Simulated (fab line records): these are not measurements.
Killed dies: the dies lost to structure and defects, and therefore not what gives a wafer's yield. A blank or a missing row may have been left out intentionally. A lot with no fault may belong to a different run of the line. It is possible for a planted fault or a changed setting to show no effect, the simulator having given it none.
3 desks looking at one fault ; flow nandHarc ; each desk has only its own numbers; what lay behind them comes last

AT THE METROLOGY DESK
Lot by lot, what the gauges showed, no matter which tool ran the lot: averages of those sampled wafers that carry a number. If a lot's mean is further than 4 standard deviations from the usual mean, the lot is out of limits and carries the mark OUT (the distance appears in the brackets).
Columns: A = thkNm at NHARC_A_ONON_D1_THK_MEAS_11, usual 1002 nm; B = thkNm at NHARC_A_ONON_D1_THK_MEAS_27, usual 998 nm; C = thkNm at NHARC_A_ONON_D1_THK_MEAS_34, usual 200.1 nm
lot;first seen here;A;B;C
L550;day 7 22:18;1010;1002;203.0
L552;day 9 01:01;1008;993;202.6
L553;day 9 08:50;1010;989;198.7
L554;day 9 19:46;1013;1006;198.5
L557;day 11 05:43;1001;1002;200.1
L559;day 12 03:07;1007;1002;199.1
L561;day 12 17:52;987;1003;198.3
L566;day 15 02:07;1017;980;220.0 (+6.9) OUT
L568;day 15 14:41;996;989;220.1 (+6.9) OUT
L569;day 16 05:05;979;1009;200.2
L570;day 16 09:51;1002;998;201.5
L572;day 17 15:34;1002;1021;199.6
L571;day 17 15:40;1010;1018;202.5
This desk's finding: out of limits on L566, L568; first on L566, day 15 13:12 (thkNm at NHARC_A_ONON_D1_THK_MEAS_34). In limits: L550, L552, L553, L554, L557, L559, L561, L569, L570, L572, L571.

DESK OF THE TOOL OWNER: pecvd-02
The tool's own readings at NHARC_A_ONON_D1_DEP_33 (deposits SiO2, target thk 200 nm): means of the sampled wafers that have a number, for each lot that ran on this tool. If a lot's mean is further than 4 standard deviations from the usual mean, the lot is out of limits and carries the mark OUT (the distance appears in the brackets).
Columns: A = heaterPowerW at NHARC_A_ONON_D1_DEP_33, usual 526 W; B = rfFwdPowerW at NHARC_A_ONON_D1_DEP_33, usual 898.3 W; C = showerheadVppV at NHARC_A_ONON_D1_DEP_33, usual 1877 V; D = throttleValvePct at NHARC_A_ONON_D1_DEP_33, usual 16.0 %
lot;first seen here;A;B;C;D
L557;day 11 16:44;517;893.6;1949;16.0
L559;day 12 13:46;523;897.7;1939;16.0
L566;day 15 12:47;372;1260.1 (+99 or more) OUT;2265 (+4.2) OUT;16.4
L568;day 16 01:09;367;1257.9 (+99 or more) OUT;2244;16.5
This desk's finding: out of limits on L566, L568; first on L566, day 15 12:47 (rfFwdPowerW at NHARC_A_ONON_D1_DEP_33). In limits: L557, L559.

THE DEFECT DESK
Lot by lot, what the route's inspections counted, given as the mean of those sampled wafers with a number. If a lot's mean is further than 4 standard deviations from the usual mean, the lot is out of limits and carries the mark OUT (the distance appears in the brackets).
Columns: A = rawDefectCount at NHARC_A_ZERO_WELL_INSPECT_17, usual 11
lot;first seen here;A
L550;day 6 23:23;8
L552;day 8 00:04;5
L553;day 8 10:04;19
L554;day 8 20:58;13
L557;day 10 06:40;10
L559;day 11 04:33;17
L561;day 11 17:50;15
L566;day 14 02:51;8
L568;day 14 16:05;5
L569;day 15 04:54;15
L570;day 15 12:08;8
L572;day 16 17:11;7
L571;day 16 18:03;18
This desk's verdict: no lot among the 13 shows anything out of limits.

ALL TOGETHER
The tool owner's desk could have raised an alarm at day 15 12:47, on L566, L568.
L566, L568 would have let the metrology desk raise an alarm at day 15 13:12.
Nothing the defect desk looked at was out of limits.
The defect desk has L566, L568 on record, within its limits.
Every lot named ran NHARC_A_ONON_D1_DEP_33 on pecvd-02.

WHAT THE SIMULATOR HAD PUT IN
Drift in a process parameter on pecvd-02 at NHARC_A_ONON_D1_DEP_33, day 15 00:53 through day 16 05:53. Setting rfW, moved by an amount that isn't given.
Shown lots that were struck: L566, L568.
Time in hours from fault onset to the first out-of-limits reading at each desk: tool owner's desk 12, metrology desk 12.
